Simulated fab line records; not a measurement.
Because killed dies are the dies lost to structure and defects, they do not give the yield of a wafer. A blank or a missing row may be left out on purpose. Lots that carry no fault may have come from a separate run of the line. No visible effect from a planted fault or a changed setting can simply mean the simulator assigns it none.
What tool caused it? | flow nandHarc | 12 lots with 36 wafers sampled at 4 steps, on a route of 1302 steps

## WHAT THE GAUGES SHOWED, per wafer
The record holds no reading of a measuring or inspecting step that can be judged against a usual standard deviation.

## WHICH TOOL RAN EACH LOT (tool, then ch and the chambers of the sampled wafers, then the start)
lot  | NHARC_P_ZERO_WELL_PRECLEAN_00      | NHARC_P_STI_ETCH_31                          | NHARC_P_GATE_STRIP_75               | NHARC_P_GATE_DESCUM_93
L960 | wetBench-06 ch 1,2,6, day 2 16:07  | rieDiel-08 ch 1,2,3, day 6 08:04 or earlier  | plasmaAsher-01 ch 0,1, day 6 08:04  | rieDiel-09 ch 0,2,3, day 6 10:46
L961 | wetBench-03 ch 0,3,4, day 3 02:08  | rieDiel-08 ch 1,2,3, day 6 21:48 or earlier  | plasmaAsher-01 ch 0,1, day 6 21:48  | rieDiel-02 ch 0,1,2, day 7 00:21
L963 | wetBench-06 ch 0,2,7, day 3 22:08  | rieDiel-08 ch 1,2, day 7 23:33 or earlier    | plasmaAsher-02 ch 0,1, day 7 23:33  | rieDiel-02 ch 1,2,3, day 8 02:07
L969 | wetBench-06 ch 2,3,6, day 6 10:08  | rieDiel-08 ch 0,3, day 10 03:43 or earlier   | plasmaAsher-02 ch 0, day 10 03:43   | rieDiel-13 ch 0,3, day 10 06:28
L970 | wetBench-03 ch 1,4,5, day 6 20:08  | rieDiel-08 ch 0,1,2, day 10 12:32 or earlier | plasmaAsher-02 ch 0,1, day 10 12:32 | rieDiel-13 ch 1,2, day 10 15:11
L971 | wetBench-06 ch 0,2,7, day 7 06:08  | rieDiel-11 ch 0,1,3, day 11 00:37 or earlier | plasmaAsher-01 ch 0,1, day 11 00:37 | rieDiel-13 ch 1,2,3, day 11 03:26
L975 | wetBench-06 ch 0,1,4, day 8 22:08  | rieDiel-10 ch 2,3, day 12 20:43 or earlier   | plasmaAsher-02 ch 0, day 12 20:43   | rieDiel-02 ch 1,3, day 12 23:23
L976 | wetBench-05 ch 2,5,7, day 9 08:07  | rieDiel-10 ch 1,2,3, day 12 19:17 or earlier | plasmaAsher-01 ch 0,1, day 12 19:17 | rieDiel-09 ch 1,2,3, day 12 22:04
L977 | wetBench-03 ch 1,5,7, day 9 18:07  | rieDiel-08 ch 1,2, day 13 10:39 or earlier   | plasmaAsher-01 ch 1, day 13 10:39   | rieDiel-13 ch 1,3, day 13 13:20
L979 | wetBench-06 ch 4,6,7, day 10 14:07 | rieDiel-11 ch 0,2,3, day 14 03:55 or earlier | plasmaAsher-01 ch 0,1, day 14 03:55 | rieDiel-02 ch 0,1,3, day 14 06:40
L980 | wetBench-06 ch 0,2,3, day 11 00:08 | rieDiel-11 ch 0,1, day 15 00:05 or earlier   | plasmaAsher-02 ch 0,1, day 15 00:05 | rieDiel-02 ch 1,2,3, day 15 02:49
L981 | wetBench-03 ch 2,6,7, day 11 10:08 | rieDiel-11 ch 0,1,2, day 15 07:20 or earlier | plasmaAsher-02 ch 0,1, day 15 07:20 | rieDiel-02 ch 0,1,2, day 15 10:02
- NHARC_P_ZERO_WELL_PRECLEAN_00: cleans in SPM, time 600 s.
- NHARC_P_STI_ETCH_31: etches the open film in CF4/CHF3, target depth 108.9 nm, time 54.5 s.
- NHARC_P_GATE_STRIP_75: strips in O2.
- NHARC_P_GATE_DESCUM_93: chemistry O2, time 3 s.

## AS READ BY THE TOOLS THEMSELVES (means over the sampled wafers that have a number; for cases with no such wafer, the mark the record gives instead)
NHARC_P_ZERO_WELL_PRECLEAN_00.
lot  | tool        | bathGuardTempC (C) | bathHeatDutyPct (%)
L960 | wetBench-06 | 119.6              | 14.7
L961 | wetBench-03 | 119.8              | 13.9
L963 | wetBench-06 | 120.0              | 12.5
L969 | wetBench-06 | -                  | -
L970 | wetBench-03 | -                  | -
L971 | wetBench-06 | -                  | -
L975 | wetBench-06 | 120.0              | 14.1
L976 | wetBench-05 | 120.1              | 12.8
L977 | wetBench-03 | 119.8              | 14.7
L979 | wetBench-06 | 119.9              | 13.8
L980 | wetBench-06 | 119.7              | 13.1
L981 | wetBench-03 | 120.3              | 15.2

NHARC_P_STI_ETCH_31.
lot  | tool       | drypumpMotorCurrentA (A) | oesProductAu (a.u.) | rfVppV (V) | showerheadPlenumPTorr (Torr) | throttleValvePct (%)
L960 | rieDiel-08 | 5.7                      | 0.967               | 371.2      | 1.60                         | 16.806
L961 | rieDiel-08 | 5.7                      | 0.964               | 370.7      | 1.60                         | 16.808
L963 | rieDiel-08 | 5.4                      | 0.942               | 371.7      | 1.57                         | 16.798
L969 | rieDiel-08 | 6.1                      | 0.963               | 371.9      | 1.62                         | 16.800
L970 | rieDiel-08 | 5.4                      | 0.967               | 369.7      | 1.55                         | 16.798
L971 | rieDiel-11 | 5.3                      | 0.978               | 367.5      | 1.50                         | 16.805
L975 | rieDiel-10 | 6.2                      | 0.952               | 370.6      | 1.57                         | 16.795
L976 | rieDiel-10 | 6.2                      | 0.921               | 369.2      | 1.55                         | 16.805
L977 | rieDiel-08 | 5.4                      | 0.969               | 370.2      | 1.56                         | 16.804
L979 | rieDiel-11 | 5.6                      | 0.975               | 370.0      | 1.56                         | 16.802
L980 | rieDiel-11 | 5.4                      | 0.960               | 367.8      | 1.49                         | 16.798
L981 | rieDiel-11 | 5.7                      | 0.977               | 369.5      | 1.55                         | 16.805

NHARC_P_GATE_STRIP_75.
lot  | tool           | drypumpMotorCurrentA (A) | heaterPowerW (W)
L960 | plasmaAsher-01 | 5.5                      | 294
L961 | plasmaAsher-01 | 5.5                      | 300
L963 | plasmaAsher-02 | 5.5                      | 349
L969 | plasmaAsher-02 | 5.6                      | 337
L970 | plasmaAsher-02 | 5.5                      | 348
L971 | plasmaAsher-01 | 5.1                      | 292
L975 | plasmaAsher-02 | 5.6                      | 341
L976 | plasmaAsher-01 | 5.2                      | 284
L977 | plasmaAsher-01 | 5.8                      | 306
L979 | plasmaAsher-01 | 5.1                      | 291
L980 | plasmaAsher-02 | 5.5                      | 351
L981 | plasmaAsher-02 | 5.6                      | 347

NHARC_P_GATE_DESCUM_93.
lot  | tool       | drypumpMotorCurrentA (A) | oesProductAu (a.u.) | rfVppV (V) | showerheadPlenumPTorr (Torr) | throttleValvePct (%)
L960 | rieDiel-09 | 5.9                      | 0.996               | 57.4       | 1.95                         | 11.312
L961 | rieDiel-02 | 5.5                      | 1.003               | 58.5       | 1.98                         | 11.318
L963 | rieDiel-02 | 5.5                      | 0.996               | 57.8       | 1.97                         | 11.312
L969 | rieDiel-13 | 6.1                      | 1.014               | 57.2       | 2.02                         | 11.310
L970 | rieDiel-13 | 6.2                      | 1.007               | 57.6       | 1.90                         | 11.314
L971 | rieDiel-13 | 6.1                      | 1.006               | 57.2       | 1.95                         | 11.305
L975 | rieDiel-02 | 5.2                      | 1.005               | 58.1       | 1.89                         | 11.315
L976 | rieDiel-09 | 5.9                      | 1.009               | 58.1       | 1.89                         | 11.313
L977 | rieDiel-13 | 6.2                      | 0.999               | 58.7       | 1.93                         | 11.317
L979 | rieDiel-02 | 5.1                      | 1.011               | 57.6       | 1.90                         | 11.318
L980 | rieDiel-02 | 5.6                      | 0.993               | 58.8       | 1.96                         | 11.314
L981 | rieDiel-02 | 5.5                      | 1.004               | 58.0       | 1.98                         | 11.309

## THE ANSWER, worked out from the rows above alone
Rule: the usual values come from the lots themselves. The widest of any qualifying gaps counts: lots, ordered by their means at a reading, are off when they make up no more than a third of the lots, leave a main group of 4 or more, and stand apart from it by 3 or more times the standard deviation of that group's means. If all means in a main group match to the digits the tables above print for the reading, that group is not used. A lot without any number at a reading at which 4 lots or more have one is off too. Where the step has rows for the other lots, those lots are counted as sound. First the gauges in route order, then the tools' own readings, where a lot's mean is used as printed above. The first step at which some lot is off is used, and at that step the reading that is off furthest; a lot without a number counts as furthest.
Off: L969, L970, L971 (NHARC_P_ZERO_WELL_PRECLEAN_00, bathGuardTempC). Without a number there: L969, L970, L971. Mean 119.9 C and standard deviation 0.2 in the main group.
If a tool, at that step or one of the process steps before it, ran each lot that is off and ran no sound lot following the first of them, it fits. No candidate that was tried fits.

## WHAT THE SIMULATOR HAD INSERTED
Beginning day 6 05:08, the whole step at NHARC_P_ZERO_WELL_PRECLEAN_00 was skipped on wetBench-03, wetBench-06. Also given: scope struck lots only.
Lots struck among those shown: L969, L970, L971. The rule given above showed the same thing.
